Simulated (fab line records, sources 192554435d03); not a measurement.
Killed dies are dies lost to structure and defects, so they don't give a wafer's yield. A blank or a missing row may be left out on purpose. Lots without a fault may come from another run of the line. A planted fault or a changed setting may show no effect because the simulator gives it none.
One fault seen from 2 desks | flow n5_finfet | each desk has only its own numbers; what lay behind them comes last

THE METROLOGY DESK
What the gauges read, lot by lot, whatever tool the lot ran on: means of the sampled wafers that have a number. A lot is out of limits, marked OUT, if its mean lies more than 4 standard deviations from the usual mean; the brackets give that distance. Of its 10 readings 7 are shown: those that lie furthest out on some lot.
Columns: A = DIBL_N at N5_BEOL_M4_RC_MEAS_101, usual 35.8 mV/V; B = DIBL_P at N5_BEOL_M4_RC_MEAS_101, usual 36.0 mV/V; C = IOFF_P at N5_BEOL_M4_RC_MEAS_101, usual 0.21 nA/um; D = ION_N at N5_BEOL_M4_RC_MEAS_101, usual 673 uA/um; E = ION_P at N5_BEOL_M4_RC_MEAS_101, usual 463 uA/um; F = VT_N at N5_BEOL_M4_RC_MEAS_101, usual 251 mV; G = VT_P at N5_BEOL_M4_RC_MEAS_101, usual -250 mV
lot  | first seen here | A    | B    | C    | D   | E   | F   | G
L207 | day 7 23:14     | 36.2 | 34.9 | 0.20 | 674 | 464 | 251 | -250
L209 | day 9 12:19     | 36.4 | 35.6 | 0.22 | 673 | 466 | 248 | -247
L212 | day 9 12:50     | 36.2 | 36.4 | 0.26 | 683 | 472 | 249 | -244
L223 | day 12 13:17    | 34.2 | 34.2 | 0.18 | 676 | 464 | 251 | -251
This desk's finding: nothing out of limits on any of the 4 lots.

THE TOOL OWNER'S DESK: litho_track-02
The tool's own readings at N5_BEOL_M2_COAT_61 (time 60 s, resist thk 60 nm): means of the sampled wafers that have a number, for each lot that ran on this tool. A lot is out of limits, marked OUT, if its mean lies more than 4 standard deviations from the usual mean; the brackets give that distance.
Columns: A = dispense_pressure_kPa at N5_BEOL_M2_COAT_61, usual 44.3 kPa; B = spin_speed_rpm at N5_BEOL_M2_COAT_61, usual 1500.3 rpm
lot  | first seen here | A    | B
L207 | day 6 19:22     | 42.2 | 1500.7
L209 | day 7 20:27     | 42.2 | 1419.6 (-82) OUT
L212 | day 7 22:19     | 42.1 | 1419.7 (-81) OUT
This desk's finding: out of limits on L209, L212; first on L209, day 7 20:27 (spin_speed_rpm at N5_BEOL_M2_COAT_61). In limits: L207.

PUT TOGETHER
The tool owner's desk could have raised an alarm at day 7 20:27, on L209, L212.
The metrology desk saw nothing out of limits.
The metrology desk has L209, L212 on record, within its limits.
Of the lots named, all ran N5_BEOL_M2_COAT_61 on litho_track-02.

WHAT THE SIMULATOR HAD PUT IN
Process parameter drift: litho_track-02, from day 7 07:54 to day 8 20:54, at N5_BEOL_M2_COAT_61. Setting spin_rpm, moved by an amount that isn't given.
Lots struck among those shown: L209, L212.
Hours from the fault's start to each desk's first reading out of limits: the tool owner's desk, 13.
